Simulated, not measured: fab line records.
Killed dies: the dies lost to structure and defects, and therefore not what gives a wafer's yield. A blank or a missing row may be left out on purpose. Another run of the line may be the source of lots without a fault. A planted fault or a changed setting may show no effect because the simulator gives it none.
Chamber matching :: flow n5-finfet :: 3 sister chambers for N5_BEOL_M2_ILD_DEP_00 on pecvd-01
The step deposits SiOC from DEMS/O2, target thk 79 nm, time 15.3 s. 6 wafers are shown with their chamber, then 7 later ones without.

WAFERS, EACH WITH ITS CHAMBER
wafer: L078.3
chamber: 0
throttle-valve-pct (%): 12.7
heater-power-w (W): 503

wafer: L078.4
chamber: 1
throttle-valve-pct (%): 13.1
heater-power-w (W): 487

wafer: L078.5
chamber: 2
throttle-valve-pct (%): 11.3
heater-power-w (W): 469

wafer: L078.6
chamber: 0
throttle-valve-pct (%): 12.5
heater-power-w (W): 508

wafer: L081.2
chamber: 2
throttle-valve-pct (%): 11.8
heater-power-w (W): 487

wafer: L081.5
chamber: 1
throttle-valve-pct (%): 13.0
heater-power-w (W): 465

WAFERS WITH NO CHAMBER GIVEN
wafer: L081.6
throttle-valve-pct (%): 11.3
heater-power-w (W): 485

wafer: L084.2
throttle-valve-pct (%): 11.5
heater-power-w (W): 503

wafer: L084.3
throttle-valve-pct (%): 12.5
heater-power-w (W): 538

wafer: L084.6
throttle-valve-pct (%): 11.1
heater-power-w (W): 512

wafer: L086.2
throttle-valve-pct (%): 12.9
heater-power-w (W): 440

wafer: L086.4
throttle-valve-pct (%): 12.8
heater-power-w (W): 447

wafer: L086.6
throttle-valve-pct (%): 11.3
heater-power-w (W): 507

CHAMBER TAKEN BY EACH
wafer: L081.6
from the rows above: 2
in truth: 2

wafer: L084.2
from the rows above: 2
in truth: 2

wafer: L084.3
from the rows above: 0
in truth: 0

wafer: L084.6
from the rows above: 2
in truth: 2

wafer: L086.2
from the rows above: 1
in truth: 1

wafer: L086.4
from the rows above: 1
in truth: 1

wafer: L086.6
from the rows above: 2
in truth: 2
Placed correctly: 7 of 7. From these rows, 0 cannot be placed. Placed wrongly: 0.
How it was worked out, from the rows above alone: a wafer's distance from a chamber is the root of the sum, over the readings, of the square of ((its reading less the chamber's mean) divided by the reading's scatter). The wafer belongs to the nearest chamber; if the next one is less than 2 further off, it can't be placed. For every chamber, the mean is computed from those of its wafers that are shown. How the scatter is found: for the shown wafers, subtract from each reading the mean of its chamber, square and add these, divide the total by (wafers less chambers), then take the root.
